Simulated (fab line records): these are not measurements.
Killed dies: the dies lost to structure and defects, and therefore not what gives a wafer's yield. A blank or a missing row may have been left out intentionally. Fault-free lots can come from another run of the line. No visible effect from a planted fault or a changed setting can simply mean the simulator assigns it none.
Problem report, 8D (eight disciplines) form, completed by code | flow n5_finfet | the parts of the form that need people (team, actions taken, sign-off) are left out

== 1. WHAT WENT WRONG ==
A mean of 0.37 a.u. is read at N5_SD_EPI_P_ETCHBACK_46 for oes_product_au, taken on 1 wafer of 1 lot, against 0.64 a.u. (standard deviation 0.059) on wafers free of any fault. That puts it -4.6 standard deviations away from the usual mean.
The step: etches SiNx in CH3F/O2, stops on SiO2, target depth 17.5 nm.
The first sign was on wafer L914.4 at day 4 13:36, on rie_diel-06. At this step, 25 wafers from 9 lots have a number in the record. By rule, "out" or "out of limits" means more than 4 standard deviations away from the usual mean. All remaining wafers that have a number are taken as sound.

== 2. WHAT IT IS, AND WHAT IT ISN'T ==
question                    | is               | is not
which readings at this step | oes_product_au   | drypump_motor_current_A, rf_vpp_V, showerhead_plenum_p_Torr, throttle_valve_pct
which lots                  | L914             | L912, L913, L922, L926, L928, L929, L930, L931
which wafers of those lots  | L914.4           | L914.5, L914.6
read on which tools         | rie_diel-06      | rie_diel-01
when                        | from day 4 13:36 | up to then (8 sound wafers); but 16 sound wafers of L922, L926, L928, L929, L930, L931 came after

== 3. WHAT RULES OUT EACH SUSPECT ==
Counting: if a tool at a process step up to the reading ran every lot that is out, it stays a suspect. Sound lots after the first of them don't rule it out here, since some wafers of a struck lot are sound.
- rie_diel-02 at N5_SD_EPI_N_ETCH_45 (etches SiOCN in CH3F/O2, target depth 6 nm): kept. It ran the lot that is out, L914 (day 4 08:44).
- rie_diel-06 at N5_SD_EPI_P_ETCH_37 (etches SOC in N2/H2, overetch 108 nm, time 486 s): kept. L914, the lot that is out, went through it at day 4 13:16; up to then, the latest sound lot through it was L913 at day 4 04:48.
- rie_diel-06 at N5_SD_EPI_P_ETCHBACK_46 (etches SiNx in CH3F/O2, stops on SiO2, target depth 17.5 nm): kept. L914, the lot that is out, went through it at day 4 13:36; up to then, the latest sound lot through it was L913 at day 4 05:08. On those wafers its own readings are out: oes_product_au.
- Within rie_diel-02 at N5_SD_EPI_N_ETCH_45: the wafers that are out ran in chamber 3; their sound lot-mates ran in chambers 0, 2.
- Within rie_diel-06 at N5_SD_EPI_P_ETCH_37: the wafers that are out ran in chamber 3; their sound lot-mates ran in chambers 1, 2.
- Within rie_diel-06 at N5_SD_EPI_P_ETCHBACK_46: the wafers that are out ran in chamber 3; their sound lot-mates ran in chambers 1, 2.
Still standing after the count: rie_diel-02 at N5_SD_EPI_N_ETCH_45, rie_diel-06 at N5_SD_EPI_P_ETCH_37, rie_diel-06 at N5_SD_EPI_P_ETCHBACK_46.

== 4. THE CAUSE (what the simulator had put in) ==
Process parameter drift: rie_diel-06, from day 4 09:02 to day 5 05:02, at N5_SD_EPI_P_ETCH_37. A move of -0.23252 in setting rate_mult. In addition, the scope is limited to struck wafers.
Counting left 3 suspects, and this tool is among them.

== 5. THE CHAIN OF EFFECTS, in route order ==
One row per reading whose mean, taken over the struck wafers that have a number, lies over 3 standard deviations from the usual. Only readings whose record carries a usual standard deviation are examined. hours: median over the lots of the time between each lot's start at the first step of this table that gives one and its start at this step. sigmas: the change, counted in usual standard deviations.
hours | step                    | reading              | usual     | on struck wafers | change | sigmas
0     | N5_SD_EPI_P_ETCHBACK_46 | oes_product_au       | 0.64 a.u. | 0.37             | -0.27  | -4.6
220   | N5_PASSIVATION_PROBE_49 | defect_limited_yield | 91.4 %    | 0.1              | -91.3  | -65
220   | N5_PASSIVATION_PROBE_49 | killed_at_front_end  | 39        | 1112             | +1073  | +83
220   | N5_PASSIVATION_PROBE_49 | killed_dies          | 101       | 1179             | +1078  | +63
220   | N5_PASSIVATION_PROBE_49 | killed_on_rim        | 14        | 152              | +138   | +31
220   | N5_PASSIVATION_PROBE_49 | sort_bin_5_function  | 5.0 %     | 96.3             | +91.3  | +98
220   | N5_PASSIVATION_PROBE_49 | sort_n_pass          | 1078      | 1                | -1077  | -63
220   | N5_PASSIVATION_PROBE_49 | sort_yield_pct       | 91.4 %    | 0.1              | -91.3  | -65
The process steps in it:
- N5_SD_EPI_P_ETCHBACK_46: etches SiNx in CH3F/O2, stops on SiO2, target depth 17.5 nm.
- N5_PASSIVATION_PROBE_49

== 6. WHAT WOULD HAVE CAUGHT IT SOONER ==
5 hours passed between the start of the fault at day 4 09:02 and the first reading out of limits in this record, taken at day 4 13:36.
An alarm limit of 4 standard deviations would not have fired on the tool readings at N5_SD_EPI_P_ETCH_37 for which the record gives a usual standard deviation, since none of them was out on any struck wafer.
By day 4 13:36, every lot that is out (1) had started N5_SD_EPI_P_ETCH_37 on rie_diel-06. Had the tool been put on hold then, not one of them would have been saved.
